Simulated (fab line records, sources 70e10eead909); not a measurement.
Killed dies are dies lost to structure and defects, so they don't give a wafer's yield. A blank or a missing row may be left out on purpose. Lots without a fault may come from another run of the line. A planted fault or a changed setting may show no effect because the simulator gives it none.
fab line records | flow nand_harc | part 2 of 2: steps 19 to 24 of 24
record lots=5 wafers=15 last_day=24
route steps=1159 shown A_CHANNEL_HOLE_D1@451
lots that met no fault: from a run of the same line without faults
start_h: hours from the record's first day to the start of the lot's first wafer shown | wait_h: hours since the lot's step before | " the same as in the row above | L1.1+2: a row that stands for several wafers | - no value, or no start given | * or withheld: withheld | < > ~ a bound
route shown NAME@n: a module of which the file shows steps, and the number in the route of the first | usual: mean/standard deviation of fault-free wafers | same: alike in all rows | chamber/n: place in a boat | sites: the reading at each site | _std_site: their standard deviation | _edge_site: outer sites' mean less inner sites' | radius_mm: how far each site lies from the wafer's centre | mask NAME#n: copy n | behind: the tool/chamber that last shaped the wafer | hold: why the lot was held/for how many hours/how that ended | device: the transistor (n, p or np) that didn't switch | end of line: the same wafers' tests at the end of the route | a step without rows: its recipe alone | killed: dies lost to structure and defects at the first sort, not the wafer's yield | map: a wafer's dies, x killed, . not, _ none there
set.NAME: the setting as run; set.NAME@STEP: as run at that earlier step | model.NAME: the simulator's own value behind a step, which no gauge read
lots at some steps of the route; a table a step, a row a wafer
services: from which hour (start_h, from the record's first day; less than 0 if before it) a tool's chamber was out of use, for how many hours, and why
## steps
# step NHARC_A_CHANNEL_HOLE_D1_ETCH_16
# recipe target_depth_a=31000 over_etch_frac=0.3 time_s=806 ion_energy_ev=150 o2_flow_sccm=400 cos_flow_sccm=20 ar_flow_sccm=0 rf_w=500 bias_w=300 chemistry=O2/COS
# usual chamber_pressure_mTorr=20.001/0.019 drypump_motor_current_A=5.8/0.48 oes_product_au=0.999/0.0092 rf_fwd_power_W=499.8/1.5 rf_vpp_V=314.9/2 showerhead_plenum_p_Torr=3.16/0.12 throttle_valve_pct=28.330/0.0085
# same over_etch_frac=0.3
# columns lot.wafer tool chamber start_h wait_h chamber_pressure_mTorr drypump_motor_current_A oes_product_au rf_fwd_power_W rf_hours_counter_h rf_vpp_V showerhead_plenum_p_Torr throttle_valve_pct
L080.4 rie_diel-01 0 - - 20.027 6.1 1.013 499.2 3 317.8 3.34 28.326
L080.3 " 2 " " 20.027 6.0 0.999 502.7 4 316.6 3.30 28.334
L080.5 " 0 " " 19.977 6.1 1.009 500.3 - 316.4 3.34 28.326
L079.2 rie_diel-13 2 - - 19.999 6.3 1.002 501.9 9 316.5 3.34 28.324
L079.3 " 1 " " 20.026 5.9 0.999 502.9 10 313.9 3.12 28.332
L079.5 " 3 " " 20.009 5.8 0.998 498.1 - 313.9 3.19 28.325
L083.3 rie_diel-13 0 - - 20.032 4.7 0.985 499.3 10 314.4 3.09 28.315
L083.2 " 1 " " 20.030 5.9 0.985 497.0 11 313.8 3.11 28.317
L083.4 " 2 " " 20.018 6.3 0.996 500.9 11 316.3 3.34 28.343
L086.4 rie_diel-01 3 - - 19.989 5.8 0.998 501.5 9 311.0 2.91 28.323
L086.6 " 1 " " 20.008 6.0 1.010 501.1 - 315.9 3.18 28.329
L086.5 " 2 " " 20.023 6.0 1.011 499.6 - 317.7 3.30 28.327
L097.2 rie_diel-12 1 - - 20.007 6.0 0.990 499.8 6 314.6 3.07 28.334
L097.3 " 3 " " 20.016 5.6 0.998 500.7 6 313.5 3.13 28.344
L097.4 " 0 " " 19.998 4.9 1.006 498.2 6 316.5 3.26 28.331
# step NHARC_A_CHANNEL_HOLE_D1_CD_MEAS_18
# usual cd_nm=100.1/2.1
# columns lot.wafer tool chamber start_h wait_h cd_nm
L080.3 cd_sem-02 - 204.69 - 101.7
L080.4 " - " " 103.3
L080.5 " - " " 103.7
L079.2 cd_sem-02 - 204.98 - 98.9
L079.3 " - " " 99.9
L079.5 " - " " 96.7
L083.2 cd_sem-02 - 226.34 - 98.7
L083.3 " - " " 100.4
L083.4 " - " " 98.0
L086.4 cd_sem-01 - 258.52 - 103.8
L086.5 " - " " 100.9
L086.6 " - " " 105.3
L097.2 cd_sem-01 - 320.16 - 97.4
L097.3 " - " " 98.5
L097.4 " - " " 102.7
# step NHARC_A_CHANNEL_HOLE_D1_ETCH_19
# recipe bias_v=1200 source_w=2500 pressure_mtorr=15 time_s=34.5 ar_flow_sccm=375 c4f8_flow_sccm=28.8 o2_flow_sccm=96.2 temp_c=-20 target_depth_a=* chemistry=C4F8/O2/Ar
# usual chamber_pressure_mTorr=15.000/0.013 drypump_motor_current_A=5.6/0.54 he_backside_leak_sccm=6.0/0.58 rf_fwd_power_W=2445/13 showerhead_plenum_p_Torr=3.75/0.066 throttle_valve_pct=37.038/0.0089
# columns lot.wafer tool chamber start_h wait_h chamber_pressure_mTorr drypump_motor_current_A he_backside_leak_sccm rf_fwd_power_W rf_hours_counter_h showerhead_plenum_p_Torr throttle_valve_pct
L080.4 har_etch-01 1 204.80 0.1 15.001 5.6 6.6 2462 - 3.86 37.048
L080.3 " 0 " " 15.000 5.2 5.7 2438 - 3.72 37.048
L080.5 " 0 " " 15.002 5.2 5.6 2441 - 3.72 37.044
L079.2 har_etch-02 1 205.07 0.1 15.011 6.4 6.1 2439 116 3.68 37.033
L079.3 " 1 " " 14.986 6.4 6.1 2437 - 3.68 37.022
L079.5 " 1 " " 15.012 6.4 5.9 2445 - 3.68 37.047
L083.2 har_etch-01 0 226.41 0.1 14.999 5.2 5.9 2442 212 3.72 37.033
L083.4 " 0 " " 14.990 5.2 5.5 2442 - 3.72 37.042
L083.3 " 1 " " 14.993 5.7 6.7 2458 - 3.85 37.047
L086.4 har_etch-01 1 258.64 0.1 15.012 5.7 6.9 2468 - 3.84 37.052
L086.6 " 0 " " 14.999 5.2 5.8 2421 - 3.71 37.019
L086.5 " 1 " " 15.011 5.7 6.7 2463 - 3.84 37.059
L097.2 har_etch-02 0 320.24 0.1 14.986 5.0 5.4 2436 166 3.75 37.035
L097.3 " 0 " " 15.013 5.0 5.5 2434 - 3.75 37.031
L097.4 " 1 " " 15.000 6.4 6.1 2447 - 3.66 37.036
# step NHARC_A_CHANNEL_HOLE_D1_ETCH_20
# recipe bias_v=3000 source_w=withheld pressure_mtorr=20 time_s=361.9 ar_flow_sccm=375 c4f8_flow_sccm=89.3 o2_flow_sccm=35.7 temp_c=-20 target_depth_a=16000 chemistry=C4F8/O2/Ar
# usual chamber_pressure_mTorr=20.000/0.019 drypump_motor_current_A=5.6/0.54 he_backside_leak_sccm=6.0/0.6 showerhead_plenum_p_Torr=3.71/0.063 throttle_valve_pct=32.155/0.009
# columns lot.wafer tool chamber start_h wait_h chamber_pressure_mTorr drypump_motor_current_A he_backside_leak_sccm rf_hours_counter_h showerhead_plenum_p_Torr throttle_valve_pct
L080.4 har_etch-01 1 204.98 0.2 19.972 5.7 8.6 - 3.81 32.162
L080.3 " 0 " " 19.984 5.2 5.9 - 3.68 32.161
L080.5 " 0 " " 20.003 5.1 5.9 - 3.68 32.150
L079.2 har_etch-02 1 205.21 0.1 19.982 6.4 5.8 116 3.64 32.165
L079.3 " 1 " " 20.000 6.4 5.8 - 3.64 32.156
L079.5 " 1 " " 19.985 6.4 5.8 - 3.64 32.162
L083.2 har_etch-01 0 226.52 0.1 20.024 5.2 5.8 212 3.68 32.160
L083.4 " 0 " " 20.011 5.2 5.8 - 3.68 32.153
L083.3 " 1 " " 19.988 5.7 6.5 - 3.80 32.139
L086.4 har_etch-01 1 258.85 0.2 20.017 5.7 7.0 - 3.80 32.165
L086.6 " 0 " " 19.961 5.2 5.3 - 3.67 32.158
L086.5 " 1 " " 20.009 5.7 6.9 - 3.80 32.165
L097.2 har_etch-02 0 320.35 0.1 19.983 5.0 5.3 166 3.70 32.135
L097.3 " 0 " " 20.004 5.0 5.5 - 3.70 32.140
L097.4 " 1 " " 20.007 6.4 6.0 - 3.62 32.161
# step NHARC_A_CHANNEL_HOLE_D1_ETCH_21
# recipe bias_v=3000 source_w=withheld pressure_mtorr=20 time_s=514.3 ar_flow_sccm=375 c4f8_flow_sccm=89.3 o2_flow_sccm=35.7 temp_c=-20 target_depth_a=16000 chemistry=C4F8/O2/Ar
# usual chamber_pressure_mTorr=20.000/0.02 drypump_motor_current_A=5.6/0.54 he_backside_leak_sccm=6.1/0.72 showerhead_plenum_p_Torr=3.71/0.064 throttle_valve_pct=32.154/0.0094
# columns lot.wafer tool chamber start_h wait_h chamber_pressure_mTorr drypump_motor_current_A he_backside_leak_sccm rf_hours_counter_h showerhead_plenum_p_Torr throttle_valve_pct
L080.4 har_etch-01 1 205.33 0.3 19.985 5.7 6.8 - 3.81 32.150
L080.3 " 0 " " 19.969 5.2 5.8 - 3.68 32.158
L080.5 " 0 " " 19.977 5.2 5.7 - 3.68 32.145
L079.2 har_etch-02 1 205.55 0.3 20.005 6.4 5.9 116 3.64 32.144
L079.3 " 1 " " 19.989 6.4 6.0 - 3.64 32.168
L079.5 " 1 " " 20.035 6.4 6.1 - 3.64 32.151
L083.2 har_etch-01 0 226.83 0.3 20.010 5.1 5.8 212 3.67 32.146
L083.4 " 0 " " 20.017 5.2 5.7 - 3.68 32.143
L083.3 " 1 " " 19.968 5.7 6.8 - 3.80 32.157
L086.4 har_etch-01 1 259.23 0.3 19.998 5.7 7.0 - 3.80 32.153
L086.6 " 0 " " 19.979 5.2 6.1 - 3.67 32.146
L086.5 " 1 " " 20.008 5.6 6.8 - 3.79 32.148
L097.2 har_etch-02 0 320.66 0.3 20.010 5.0 5.8 167 3.70 32.161
L097.3 " 0 " " 19.971 5.0 5.6 - 3.70 32.151
L097.4 " 1 " " 20.017 6.4 5.9 - 3.62 32.172
# step NHARC_A_CHANNEL_HOLE_D1_ETCH_22
# recipe bias_v=3000 source_w=withheld pressure_mtorr=20 time_s=666.7 ar_flow_sccm=375 c4f8_flow_sccm=89.3 o2_flow_sccm=35.7 temp_c=-20 target_depth_a=16000 chemistry=C4F8/O2/Ar
# usual chamber_pressure_mTorr=19.998/0.017 drypump_motor_current_A=5.6/0.54 he_backside_leak_sccm=6.0/0.52 showerhead_plenum_p_Torr=3.71/0.063 throttle_valve_pct=32.156/0.0095
# columns lot.wafer tool chamber start_h wait_h chamber_pressure_mTorr drypump_motor_current_A he_backside_leak_sccm rf_hours_counter_h showerhead_plenum_p_Torr throttle_valve_pct
L080.4 har_etch-01 1 205.82 0.4 20.003 5.7 6.9 - 3.81 32.149
L080.3 " 0 " " 19.986 5.2 5.5 - 3.68 32.154
L080.5 " 0 " " 20.000 5.2 5.6 - 3.68 32.175
L079.2 har_etch-02 1 206.01 0.4 19.994 6.4 5.9 117 3.64 32.169
L079.3 " 1 " " 19.991 6.4 6.0 - 3.64 32.166
L079.5 " 1 " " 19.985 6.4 6.1 - 3.64 32.171
L083.2 har_etch-01 0 227.27 0.4 19.995 5.2 5.4 212 3.67 32.153
L083.4 " 0 " " 19.987 5.2 5.7 - 3.68 32.151
L083.3 " 1 " " 20.014 5.7 6.8 - 3.80 32.157
L086.4 har_etch-01 1 259.74 0.4 19.986 5.7 6.7 - 3.80 32.151
L086.6 " 0 " " 19.998 5.2 5.6 - 3.67 32.167
L086.5 " 1 " " 20.007 5.7 6.7 - 3.79 32.146
L097.2 har_etch-02 0 321.10 0.4 20.016 5.0 5.7 167 3.70 32.169
L097.3 " 0 " " 19.986 5.0 5.6 - 3.70 32.153
L097.4 " 1 " " 20.018 6.4 5.9 - 3.62 32.155
## services
# columns tool chamber start_h hours kind
rie_diel-13 0 181.53 - clean
rie_diel-13 1 181.53 - clean
arfi_scanner-01 - 196.00 4.0 pm
rie_diel-12 - 202.40 9.0 pm
arfi_scanner-03 - 212.20 0.3 repair
pecvd-01 0 215.17 22.3 repair
rie_diel-01 2 217.22 9.7 repair
pecvd-01 - 237.02 13.0 pm
rie_diel-12 2 245.34 5.4 repair
pecvd-03 0 245.96 2.9 repair
arfi_scanner-02 - 256.02 4.0 pm
rie_diel-01 0 263.99 8.1 repair
litho_track-01 - 268.00 7.0 pm
rie_diel-13 - 276.00 9.0 pm
rie_diel-01 1 278.15 5.3 repair
litho_track-06 - 292.00 7.0 pm
pecvd-03 - 292.00 13.0 pm
rie_diel-13 - 296.45 30.5 repair
har_etch-01 - 306.66 17.0 pm
har_etch-01 0 306.66 17.0 vent_cycle
har_etch-01 1 306.66 17.0 vent_cycle
arfi_scanner-03 - 312.00 4.0 pm
rie_diel-01 - 314.92 9.0 pm
litho_track-04 - 316.00 7.0 pm
